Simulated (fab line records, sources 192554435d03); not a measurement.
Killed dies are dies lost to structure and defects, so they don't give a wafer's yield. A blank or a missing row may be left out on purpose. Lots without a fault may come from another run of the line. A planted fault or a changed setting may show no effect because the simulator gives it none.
Problem report in the 8D (eight disciplines) form, filled by code | flow n5_finfet | the parts of the form that need people (team, actions taken, sign-off) are left out

1. THE PROBLEM
EOT_N at N5_BEOL_M4_RC_MEAS_101 reads a mean of 11.04 on 2 wafers of 2 lots; wafers without a fault read 10.53 with a standard deviation of 0.085. That is +6.0 standard deviations from the usual mean.
First seen on wafer L233.4, day 13 16:11, on prober-01. The record holds 30 wafers of 10 lots with a number at this step. Rule for "out", or "out of limits": more than 4 standard deviations from the usual mean. The other wafers with a number count as sound.

2. WHAT IT IS AND WHAT IT IS NOT
question                    | is                             | is not
which readings at this step | EOT_N, EOT_P, IGATE_N, IGATE_P | DIBL_N, DIBL_P, IOFF_N, IOFF_P, ION_N, ION_P, SS_N, SS_P, VT_N, VT_P
which lots                  | L233, L234                     | L213, L216, L217, L218, L223, L224, L226, L229
which wafers of those lots  | L233.4, L234.6                 | L233.1, L233.6, L234.2, L234.3
read on which gauges        | prober-01                      | prober-02
when                        | from day 13 16:11              | up to then (26 sound wafers); but 2 sound wafers of L234 came after

3. SUSPECTS, AND WHAT RULES EACH OUT
Counting: a tool at a process step up to the reading stays a suspect if it ran every lot that is out. Sound lots after the first of them don't rule it out here, since some wafers of a struck lot are sound.
- the gauge at N5_BEOL_M4_RC_MEAS_101: kept. All the wafers that are out were read on prober-01, and no step on other tools shows them out.
- ald_hk-02 at N5_HKMG_FIN_IL_REGROW_00 (material SiO2, chemistry O3, target thk 0.75 nm, time 30 s): kept. It ran every lot that is out, first L233 (day 8 22:05); its last sound lot up to then is L224 (day 6 20:21).
Left after counting: ald_hk-02 at N5_HKMG_FIN_IL_REGROW_00, prober-01 at N5_BEOL_M4_RC_MEAS_101.

4. THE CAUSE (what the simulator had put in)
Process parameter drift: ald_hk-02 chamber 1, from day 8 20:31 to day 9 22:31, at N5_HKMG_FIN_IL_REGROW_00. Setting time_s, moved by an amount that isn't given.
Counting left 2 suspects, and this tool is among them.

5. THE CHAIN OF EFFECTS, in route order
Each row: a reading whose mean over the struck wafers that have a number lies more than 3 standard deviations from the usual. Only readings for which the record gives a usual standard deviation are gone through. hours: the time from each lot's start at the first step in this table that gives one to its start at this step, as a median over the lots. sigmas: the change in usual standard deviations.
hours | step                   | reading | usual        | on struck wafers | change  | sigmas
0     | N5_BEOL_M4_RC_MEAS_101 | EOT_N   | 10.53        | 11.04            | +0.51   | +6.0
0     | N5_BEOL_M4_RC_MEAS_101 | EOT_P   | 10.47        | 11.11            | +0.64   | +6.5
0     | N5_BEOL_M4_RC_MEAS_101 | IGATE_N | 0.0123 nA/um | 0.0046           | -0.0077 | -4.8
0     | N5_BEOL_M4_RC_MEAS_101 | IGATE_P | 0.0037 nA/um | 0.0014           | -0.0023 | -4.6

6. WHAT WOULD HAVE CAUGHT IT SOONER
In this record the first reading out of limits at a measuring or inspecting step was taken at day 13 16:11, 116 hours after the fault began at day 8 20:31.
All the lots that are out (2) had begun N5_HKMG_FIN_IL_REGROW_00 on ald_hk-02 by day 13 16:11. A hold on the tool at that time would have spared none of them.
